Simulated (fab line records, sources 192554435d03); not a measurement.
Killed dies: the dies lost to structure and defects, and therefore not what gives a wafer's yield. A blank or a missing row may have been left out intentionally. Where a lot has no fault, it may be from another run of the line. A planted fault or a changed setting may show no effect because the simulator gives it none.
Split-lot trial	flow n5-finfet	21 wafers read from 7 lots, route of 1938 steps

== THE SPLIT ==
At N5_PMOS_HMC_CHANNEL_EPI_ETCH_32 (etches BARC in N2/H2, stops on SiO2, target depth 85.8 nm, time 50.3 s), the setting bias-w was moved away from the recipe's 150 W on 10 of the 21 wafers read, by -12.7% to +8.8%. For the rest of the wafers, this setting stayed at what the recipe calls for.

The split's own step is where the reading is taken.

== THE READING ==
rf-vpp-V, in V, at N5_PMOS_HMC_CHANNEL_EPI_ETCH_32 (etches BARC in N2/H2, stops on SiO2, target depth 85.8 nm, time 50.3 s). A value of 524.4 V with a standard deviation of 2.3 V is what fault-free wafers of this fab line usually give.

wafer	tool, chamber at the split	bias-w as run, W	against the recipe	rf-vpp-V, V	against lot-mates on the recipe
L080.2	rie-diel-01, 0	150	recipe	520.6	-
L080.3	rie-diel-01, 1	150	recipe	525.3	-
L080.6	rie-diel-01, 0	131.8	-12.1%	479.0	-44.0
L083.4	rie-diel-02, 0	137	-8.7%	497.4	-25.5
L083.5	rie-diel-02, 2	137	-8.7%	497.0	-25.9
L083.6	rie-diel-02, 1	150	recipe	522.9	-
L084.1	rie-diel-02, 1	150	recipe	522.5	-
L084.2	rie-diel-02, 2	150	recipe	524.9	-
L084.4	rie-diel-02, 0	150	recipe	526.9	-
L085.1	rie-diel-06, 3	150	recipe	528.5	-
L085.3	rie-diel-06, 0	150	recipe	523.5	-
L085.4	rie-diel-06, 2	130.9	-12.7%	484.0	-42.0
L086.1	rie-diel-06, 2	150	recipe	526.7	-
L086.2	rie-diel-06, 0	163.2	+8.8%	552.4	+27.1
L086.5	rie-diel-06, 1	150	recipe	523.8	-
L088.3	rie-diel-06, 2	133.5	-11.0%	489.5	-35.4
L088.4	rie-diel-06, 0	133.5	-11.0%	486.1	-38.8
L088.6	rie-diel-06, 0	150	recipe	524.9	-
L092.2	rie-diel-01, 2	133.8	-10.8%	489.5	no lot-mate on the recipe
L092.3	rie-diel-01, 3	133.8	-10.8%	489.8	no lot-mate on the recipe
L092.5	rie-diel-01, 1	133.8	-10.8%	489.2	no lot-mate on the recipe

THE FIT
A straight line over all 21 wafers: rf-vpp-V changes by +3.3 V for each +1% of bias-w; r = +0.99; the points scatter about the line by 2.2 V.
The same after taking each lot's own level away (the mean of its wafers on the recipe; 18 wafers): +3.29 V for each +1%; r = +0.99; scatter 2.2 V.
The reading moves by 42 V for the largest change in bias-w, on that fit.
The lots' own levels span 522.90 to 526.00 V, that is 1.3 times the standard deviation above.
The two slopes agree, so the slope changes little with the lot-to-lot level.
Check: -42 V against its lot-mates is what the line predicts for one of the wafers moved furthest among these (-12.7%) when that wafer is left out of the fit. It came out at -42 V against them.
Tool readings at the split's step, against how far the setting was moved: rf-vpp-V r = +0.99.

== THE OTHER SPLITS THESE WAFERS WENT THROUGH ==
These wafers also went through other splits before the reading. Each is held against what the fit with the lots' levels taken away leaves over:
other split on the same wafers	wafers away from the commonest value	r with rf-vpp-V (lot level and that fit taken away)
N5_WELL_APT_COAT_02 spin-rpm	3	-0.18

== THE FILE'S OWN FIT ==
rf-vpp-V changes by +3.33 V for each +1% of bias-w, r = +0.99.
